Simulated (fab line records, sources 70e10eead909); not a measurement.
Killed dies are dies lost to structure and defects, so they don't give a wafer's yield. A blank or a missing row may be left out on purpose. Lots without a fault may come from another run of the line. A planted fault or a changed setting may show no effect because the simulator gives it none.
Which tool did it? | flow nand_harc | 24 lots, 72 wafers sampled, at 6 steps of a route of 1302

WHAT THE GAUGES READ, wafer by wafer
The record holds no reading of a measuring or inspecting step that can be judged against a usual standard deviation.

WHICH TOOL RAN EACH LOT (tool, then ch and the chambers of the sampled wafers, then the start)
lot  | NHARC_P_CONTACT_DEGAS_38     | NHARC_P_M0_PVD_21                       | NHARC_P_M0_PRE_CLEAN_31         | NHARC_P_M1_DEGAS_29          | NHARC_P_M1_PRE_CLEAN_30  | NHARC_P_M1_PVD_20
L075 | pvd_sputter-02, day 6 02:01  | pvd_sputter-01, day 6 07:10 or earlier  | pecvd-04 ch 1,2, day 6 07:10    | pvd_sputter-03, day 6 09:34  | pvd_sputter-03, no start | pvd_sputter-03, no start
L074 | pvd_sputter-01, day 6 02:38  | pvd_sputter-03, day 6 07:47 or earlier  | pecvd-01 ch 1,2, day 6 07:47    | pvd_sputter-01, day 6 10:21  | pvd_sputter-01, no start | pvd_sputter-01, no start
L076 | pvd_sputter-02, day 6 16:25  | pvd_sputter-01, day 6 21:25 or earlier  | pecvd-04 ch 0,1, day 6 21:25    | pvd_sputter-01, day 6 23:56  | pvd_sputter-01, no start | pvd_sputter-01, no start
L077 | pvd_sputter-03, day 7 03:47  | pvd_sputter-01, day 7 09:15 or earlier  | pecvd-02 ch 0,1, day 7 09:15    | pvd_sputter-02, day 7 11:47  | pvd_sputter-02, no start | pvd_sputter-02, no start
L078 | pvd_sputter-03, day 7 12:03  | pvd_sputter-03, day 7 17:04 or earlier  | pecvd-01 ch 0,1, day 7 17:04    | pvd_sputter-01, day 7 19:28  | pvd_sputter-01, no start | pvd_sputter-01, no start
L079 | pvd_sputter-01, day 8 00:35  | pvd_sputter-02, day 8 05:51 or earlier  | pecvd-01 ch 0,1,2, day 8 05:51  | pvd_sputter-02, day 8 08:23  | pvd_sputter-02, no start | pvd_sputter-02, no start
L080 | pvd_sputter-02, day 8 09:55  | pvd_sputter-01, day 8 14:56 or earlier  | pecvd-02 ch 0,1,2, day 8 14:56  | pvd_sputter-03, day 8 17:55  | pvd_sputter-03, no start | pvd_sputter-03, no start
L081 | pvd_sputter-01, day 8 22:05  | pvd_sputter-01, day 9 03:24 or earlier  | pecvd-02 ch 1,2, day 9 03:24    | pvd_sputter-02, day 9 05:57  | pvd_sputter-02, no start | pvd_sputter-02, no start
L082 | pvd_sputter-01, day 9 13:07  | pvd_sputter-03, day 9 18:18 or earlier  | pecvd-04 ch 0,1,2, day 9 18:18  | pvd_sputter-02, day 9 20:48  | pvd_sputter-02, no start | pvd_sputter-02, no start
L083 | pvd_sputter-01, day 9 21:38  | pvd_sputter-03, day 10 02:40 or earlier | pecvd-02 ch 0,1,2, day 10 02:40 | pvd_sputter-01, day 10 05:16 | pvd_sputter-01, no start | pvd_sputter-01, no start
L084 | pvd_sputter-03, day 10 07:10 | pvd_sputter-03, day 10 12:25 or earlier | pecvd-01 ch 0,1,2, day 10 12:25 | pvd_sputter-02, day 10 14:59 | pvd_sputter-02, no start | pvd_sputter-02, no start
L085 | pvd_sputter-03, day 10 16:10 | pvd_sputter-03, day 10 21:34 or earlier | pecvd-01 ch 0,1,2, day 10 21:34 | pvd_sputter-01, day 11 00:17 | pvd_sputter-01, no start | pvd_sputter-01, no start
L086 | pvd_sputter-02, day 10 18:38 | pvd_sputter-01, day 10 23:47 or earlier | pecvd-04 ch 0,1,2, day 10 23:47 | pvd_sputter-03, day 11 02:21 | pvd_sputter-03, no start | pvd_sputter-03, no start
L087 | pvd_sputter-01, day 12 02:21 | pvd_sputter-02, day 12 07:32 or earlier | pecvd-01 ch 0,1,2, day 12 07:32 | pvd_sputter-03, day 12 10:04 | pvd_sputter-03, no start | pvd_sputter-03, no start
L089 | pvd_sputter-03, day 12 03:02 | pvd_sputter-01, day 12 08:10 or earlier | pecvd-01 ch 1,2, day 12 08:10   | pvd_sputter-02, day 12 10:38 | pvd_sputter-02, no start | pvd_sputter-02, no start
L088 | pvd_sputter-01, day 12 05:19 | pvd_sputter-02, day 12 10:37 or earlier | pecvd-02 ch 1,2, day 12 10:37   | pvd_sputter-02, day 12 13:02 | pvd_sputter-02, no start | pvd_sputter-02, no start
L090 | pvd_sputter-02, day 12 16:44 | pvd_sputter-03, day 12 22:19 or earlier | pecvd-02 ch 0,2, day 12 22:19   | pvd_sputter-03, day 13 00:44 | pvd_sputter-03, no start | pvd_sputter-03, no start
L091 | pvd_sputter-01, day 12 20:45 | pvd_sputter-01, day 13 01:55 or earlier | pecvd-04 ch 1,2, day 13 01:55   | pvd_sputter-02, day 13 04:19 | pvd_sputter-02, no start | pvd_sputter-02, no start
L092 | pvd_sputter-02, day 13 14:55 | pvd_sputter-02, day 13 20:16 or earlier | pecvd-04 ch 0,1,2, day 13 20:16 | pvd_sputter-03, day 13 22:46 | pvd_sputter-03, no start | pvd_sputter-03, no start
L093 | pvd_sputter-01, day 13 19:04 | pvd_sputter-01, day 14 00:13 or earlier | pecvd-02 ch 0,2, day 14 00:13   | pvd_sputter-02, day 14 02:43 | pvd_sputter-02, no start | pvd_sputter-02, no start
L094 | pvd_sputter-01, day 14 06:52 | pvd_sputter-01, day 14 10:34            | pecvd-02 ch 0,1, day 14 12:10   | pvd_sputter-02, day 14 14:40 | pvd_sputter-02, no start | pvd_sputter-02, no start
L095 | pvd_sputter-01, day 14 14:59 | pvd_sputter-02, day 14 20:06 or earlier | pecvd-01 ch 0,1,2, day 14 20:06 | pvd_sputter-01, day 14 22:38 | pvd_sputter-01, no start | pvd_sputter-01, no start
L096 | pvd_sputter-02, day 15 04:06 | pvd_sputter-01, day 15 09:58 or earlier | pecvd-02 ch 0,1,2, day 15 09:58 | pvd_sputter-02, day 15 12:34 | pvd_sputter-02, no start | pvd_sputter-02, no start
L097 | pvd_sputter-03, day 15 07:41 | pvd_sputter-03, day 15 13:10 or earlier | pecvd-01 ch 1,2, day 15 13:10   | pvd_sputter-01, day 15 15:42 | pvd_sputter-01, no start | pvd_sputter-01, no start
- NHARC_P_CONTACT_DEGAS_38: time 60 s.
- NHARC_P_M0_PVD_21: deposits Cu, target thk 30 nm, time 20.49 s.
- NHARC_P_M0_PRE_CLEAN_31: time 12 s.
- NHARC_P_M1_DEGAS_29: time 60 s.
- NHARC_P_M1_PRE_CLEAN_30: time 30 s.
- NHARC_P_M1_PVD_20: deposits TaN, target thk 5 nm, time 8.06 s.

WHAT THE TOOLS THEMSELVES READ (means of the sampled wafers that have a number; where no wafer has one, the mark that the record gives instead)
NHARC_P_CONTACT_DEGAS_38.
lot  | tool           | heater_power_w (W)
L075 | pvd_sputter-02 | 478
L074 | pvd_sputter-01 | 454
L076 | pvd_sputter-02 | 473
L077 | pvd_sputter-03 | 431
L078 | pvd_sputter-03 | 430
L079 | pvd_sputter-01 | 467
L080 | pvd_sputter-02 | 473
L081 | pvd_sputter-01 | 462
L082 | pvd_sputter-01 | 460
L083 | pvd_sputter-01 | 469
L084 | pvd_sputter-03 | 433
L085 | pvd_sputter-03 | 418
L086 | pvd_sputter-02 | 458
L087 | pvd_sputter-01 | 416
L089 | pvd_sputter-03 | 439
L088 | pvd_sputter-01 | 452
L090 | pvd_sputter-02 | 466
L091 | pvd_sputter-01 | 423
L092 | pvd_sputter-02 | 453
L093 | pvd_sputter-01 | 418
L094 | pvd_sputter-01 | 420
L095 | pvd_sputter-01 | 408
L096 | pvd_sputter-02 | 432
L097 | pvd_sputter-03 | 466

NHARC_P_M0_PVD_21.
lot  | tool           | substrate_temp_c (C) | throttle_valve_pct (%)
L075 | pvd_sputter-01 | 29.99                | 28.7
L074 | pvd_sputter-03 | 30.04                | 29.8
L076 | pvd_sputter-01 | 30.10                | 28.7
L077 | pvd_sputter-01 | 29.93                | 28.5
L078 | pvd_sputter-03 | 29.96                | 29.4
L079 | pvd_sputter-02 | 30.19                | 30.8
L080 | pvd_sputter-01 | 29.84                | 29.4
L081 | pvd_sputter-01 | 29.99                | 29.9
L082 | pvd_sputter-03 | 30.01                | 30.5
L083 | pvd_sputter-03 | 29.98                | 30.8
L084 | pvd_sputter-03 | 29.97                | 30.3
L085 | pvd_sputter-03 | 29.96                | 30.1
L086 | pvd_sputter-01 | 29.99                | 29.0
L087 | pvd_sputter-02 | 30.02                | 30.5
L089 | pvd_sputter-01 | 30.12                | 28.8
L088 | pvd_sputter-02 | 30.08                | 30.8
L090 | pvd_sputter-03 | 29.95                | 30.2
L091 | pvd_sputter-01 | 29.91                | 29.8
L092 | pvd_sputter-02 | 29.95                | 30.8
L093 | pvd_sputter-01 | 30.11                | 29.4
L094 | pvd_sputter-01 | 29.97                | 28.9
L095 | pvd_sputter-02 | 30.01                | 30.8
L096 | pvd_sputter-01 | 29.92                | 29.7
L097 | pvd_sputter-03 | 30.08                | 30.3

NHARC_P_M0_PRE_CLEAN_31.
lot  | tool     | heater_power_w (W) | rf_fwd_power_W (W)
L075 | pecvd-04 | 708                | 292.7
L074 | pecvd-01 | 613                | 293.3
L076 | pecvd-04 | 689                | 291.7
L077 | pecvd-02 | 586                | 292.0
L078 | pecvd-01 | 607                | 292.0
L079 | pecvd-01 | 601                | 292.6
L080 | pecvd-02 | 548                | 292.0
L081 | pecvd-02 | 613                | 292.8
L082 | pecvd-04 | 722                | 292.8
L083 | pecvd-02 | 562                | 293.1
L084 | pecvd-01 | 601                | 292.0
L085 | pecvd-01 | 631                | 292.5
L086 | pecvd-04 | 728                | 291.8
L087 | pecvd-01 | 648                | 292.1
L089 | pecvd-01 | 550                | 292.2
L088 | pecvd-02 | 593                | 292.7
L090 | pecvd-02 | 536                | 292.7
L091 | pecvd-04 | 633                | 293.1
L092 | pecvd-04 | 696                | 292.9
L093 | pecvd-02 | 561                | 292.4
L094 | pecvd-02 | 539                | 292.9
L095 | pecvd-01 | 600                | 292.6
L096 | pecvd-02 | 551                | 292.7
L097 | pecvd-01 | 598                | 292.6

NHARC_P_M1_DEGAS_29.
lot  | tool           | heater_power_w (W)
L075 | pvd_sputter-03 | 309
L074 | pvd_sputter-01 | 330
L076 | pvd_sputter-01 | 338
L077 | pvd_sputter-02 | 324
L078 | pvd_sputter-01 | 328
L079 | pvd_sputter-02 | 320
L080 | pvd_sputter-03 | 293
L081 | pvd_sputter-02 | 311
L082 | pvd_sputter-02 | 336
L083 | pvd_sputter-01 | 326
L084 | pvd_sputter-02 | 330
L085 | pvd_sputter-01 | 307
L086 | pvd_sputter-03 | 309
L087 | pvd_sputter-03 | 315
L089 | pvd_sputter-02 | 341
L088 | pvd_sputter-02 | 320
L090 | pvd_sputter-03 | 304
L091 | pvd_sputter-02 | 330
L092 | pvd_sputter-03 | 315
L093 | pvd_sputter-02 | 325
L094 | pvd_sputter-02 | 318
L095 | pvd_sputter-01 | 303
L096 | pvd_sputter-02 | 335
L097 | pvd_sputter-01 | 285

NHARC_P_M1_PRE_CLEAN_30.
lot  | tool           | heater_power_w (W)
L075 | pvd_sputter-03 | 374
L074 | pvd_sputter-01 | 386
L076 | pvd_sputter-01 | 381
L077 | pvd_sputter-02 | 417
L078 | pvd_sputter-01 | 400
L079 | pvd_sputter-02 | 421
L080 | pvd_sputter-03 | 382
L081 | pvd_sputter-02 | 408
L082 | pvd_sputter-02 | 413
L083 | pvd_sputter-01 | 407
L084 | pvd_sputter-02 | 421
L085 | pvd_sputter-01 | 374
L086 | pvd_sputter-03 | 386
L087 | pvd_sputter-03 | 409
L089 | pvd_sputter-02 | 409
L088 | pvd_sputter-02 | 416
L090 | pvd_sputter-03 | 401
L091 | pvd_sputter-02 | 413
L092 | pvd_sputter-03 | 392
L093 | pvd_sputter-02 | 393
L094 | pvd_sputter-02 | 388
L095 | pvd_sputter-01 | 356
L096 | pvd_sputter-02 | 376
L097 | pvd_sputter-01 | 374

NHARC_P_M1_PVD_20.
lot  | tool           | substrate_temp_c (C) | throttle_valve_pct (%)
L075 | pvd_sputter-03 | 50.03                | 29.7
L074 | pvd_sputter-01 | 50.02                | 28.4
L076 | pvd_sputter-01 | 49.95                | 28.4
L077 | pvd_sputter-02 | 50.04                | 31.1
L078 | pvd_sputter-01 | 50.03                | 30.4
L079 | pvd_sputter-02 | 49.96                | 31.1
L080 | pvd_sputter-03 | 50.01                | 29.9
L081 | pvd_sputter-02 | 49.93                | 31.3
L082 | pvd_sputter-02 | 50.03                | 30.3
L083 | pvd_sputter-01 | 49.97                | 29.1
L084 | pvd_sputter-02 | 50.00                | 30.3
L085 | pvd_sputter-01 | 50.08                | 29.7
L086 | pvd_sputter-03 | 50.09                | 30.5
L087 | pvd_sputter-03 | 49.92                | 30.5
L089 | pvd_sputter-02 | 50.01                | 30.7
L088 | pvd_sputter-02 | 49.88                | 30.2
L090 | pvd_sputter-03 | 50.08                | 30.2
L091 | pvd_sputter-02 | 49.96                | 30.9
L092 | pvd_sputter-03 | 50.03                | 30.0
L093 | pvd_sputter-02 | 49.96                | 30.9
L094 | pvd_sputter-02 | 49.98                | 30.6
L095 | pvd_sputter-01 | 49.99                | 28.3
L096 | pvd_sputter-02 | 50.02                | 31.3
L097 | pvd_sputter-01 | 49.97                | 29.8

THE ANSWER, worked out from the rows above alone
Rule: what is usual is taken from the lots themselves. Put in order of their means at a reading, lots are off if they are a third of the lots or fewer, leave a main group of 4 or more, and stand apart from it by a gap of 3 or more times the standard deviation of the main group's means; of several such gaps the widest counts. A main group whose means are all the same, to the digits that the tables above print for the reading, isn't used. A lot without any number at a reading at which 4 lots or more have one is off too. The other lots that the step has rows for count as sound. The gauges are gone through in route order, then the tools' own readings, and for those a lot's mean is taken as printed above. The first step at which some lot is off is used, and at that step the reading that is off furthest; a lot without a number counts as furthest.
No lot is off at any reading shown: from this, nothing can be told.

WHAT THE SIMULATOR HAD PUT IN
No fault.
